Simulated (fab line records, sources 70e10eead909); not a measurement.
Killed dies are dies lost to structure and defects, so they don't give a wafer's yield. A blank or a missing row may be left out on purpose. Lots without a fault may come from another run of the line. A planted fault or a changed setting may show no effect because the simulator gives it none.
One fault seen from 2 desks | flow nand_harc | each desk has only its own numbers; what lay behind them comes last

THE TOOL OWNER'S DESK: har_etch-02
The tool's own readings at NHARC_A_CHANNEL_HOLE_D2_ETCH_24 (etches the open film in C4F8/O2/Ar, time 906.2 s, target depth 1500 nm): means of the sampled wafers that have a number, for each lot that ran on this tool. A lot is out of limits, marked OUT, if its mean lies more than 4 standard deviations from the usual mean; the brackets give that distance.
Columns: A = c4f8_flow_sccm at NHARC_A_CHANNEL_HOLE_D2_ETCH_24, usual 93.80 sccm; B = chamber_pressure_mTorr at NHARC_A_CHANNEL_HOLE_D2_ETCH_24, usual 19.997 mTorr; C = drypump_motor_current_A at NHARC_A_CHANNEL_HOLE_D2_ETCH_24, usual 6.0 A; D = showerhead_plenum_p_Torr at NHARC_A_CHANNEL_HOLE_D2_ETCH_24, usual 3.67 Torr; E = temp_c at NHARC_A_CHANNEL_HOLE_D2_ETCH_24, usual -20.00 C; F = throttle_valve_pct at NHARC_A_CHANNEL_HOLE_D2_ETCH_24, usual 32.233 %
lot  | first seen here | A     | B      | C   | D    | E      | F
L284 | day 12 21:28    | 93.60 | 20.008 | 6.4 | 3.58 | -19.93 | 32.228
L286 | day 13 18:35    | 93.96 | 19.998 | 6.4 | 3.50 | -20.07 | 32.233
L289 | day 15 10:55    | 93.43 | 19.980 | 6.4 | 3.49 | -19.89 | 32.231
L291 | day 16 01:56    | 93.59 | 20.002 | 6.4 | 3.48 | -20.09 | 32.233
L298 | day 20 02:29    | 94.03 | 19.998 | 6.4 | 3.70 | -19.98 | 32.232
L304 | day 22 11:50    | 93.88 | 19.998 | 6.3 | 3.89 | -20.03 | 32.228
L306 | day 22 22:51    | 93.98 | 19.982 | 6.4 | 3.78 | -19.92 | 32.229
This desk's finding: nothing out of limits on any of the 7 lots.

THE METROLOGY DESK
What the gauges read, lot by lot, whatever tool the lot ran on: means of the sampled wafers that have a number. A lot is out of limits, marked OUT, if its mean lies more than 4 standard deviations from the usual mean; the brackets give that distance.
Columns: A = thk_nm at NHARC_A_ONON_D2_THK_MEAS_08, usual 1000 nm; B = overlay_x_nm at NHARC_A_CHANNEL_HOLE_D2_OVL_MEAS_11, usual -0.1 nm; C = overlay_y_nm at NHARC_A_CHANNEL_HOLE_D2_OVL_MEAS_11, usual 0.0 nm; D = cd_nm at NHARC_A_CHANNEL_HOLE_D2_CD_MEAS_31, usual 89.7 nm
lot  | first seen here | A    | B    | C    | D
L284 | day 11 23:14    | 972  | 0.6  | 0.8  | 88.6
L285 | day 12 18:34    | 997  | -0.2 | -1.1 | 87.3
L286 | day 13 00:08    | 1007 | 0.3  | 0.4  | 91.7
L289 | day 14 17:14    | 996  | -0.4 | 0.5  | 89.3
L291 | day 15 05:13    | 1007 | -0.3 | -0.1 | 88.6
L294 | day 17 05:50    | 1014 | 0.6  | 0.4  | 91.4
L296 | day 17 07:43    | 991  | -1.2 | -0.7 | -0.1 (-69) OUT
L297 | day 18 00:46    | 1005 | -0.5 | 0.7  | 0.4 (-69) OUT
L299 | day 19 02:22    | 987  | -0.7 | 0.5  | 1.2 (-68) OUT
L298 | day 19 02:23    | 1010 | 0.2  | 0.3  | 90.0
L300 | day 19 02:23    | 983  | 0.7  | -0.0 | 90.0
L304 | day 21 10:01    | 1014 | 0.7  | -0.7 | 90.7
L305 | day 21 10:04    | 1011 | -0.6 | 0.9  | 88.7
L307 | day 22 04:32    | 1007 | 0.4  | -0.9 | 89.1
L306 | day 22 04:40    | 1014 | 0.2  | -0.1 | 90.0
This desk's finding: out of limits on L296, L297, L299; first on L296, day 18 08:30 (cd_nm at NHARC_A_CHANNEL_HOLE_D2_CD_MEAS_31). In limits: L284, L285, L286, L289, L291, L294, L298, L300, L304, L305, L307, L306.

PUT TOGETHER
The metrology desk could have raised an alarm at day 18 08:30, on L296, L297, L299.
The tool owner's desk saw nothing out of limits.
The tool owner's desk has no number on record for L296, L297, L299.
Of the lots named, all ran NHARC_A_CHANNEL_HOLE_D2_ETCH_24 on har_etch-02.

WHAT THE SIMULATOR HAD PUT IN
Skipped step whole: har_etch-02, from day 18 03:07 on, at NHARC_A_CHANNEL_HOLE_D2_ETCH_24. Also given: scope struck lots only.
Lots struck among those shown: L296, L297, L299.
Hours from the fault's start to each desk's first reading out of limits: the metrology desk, 5.
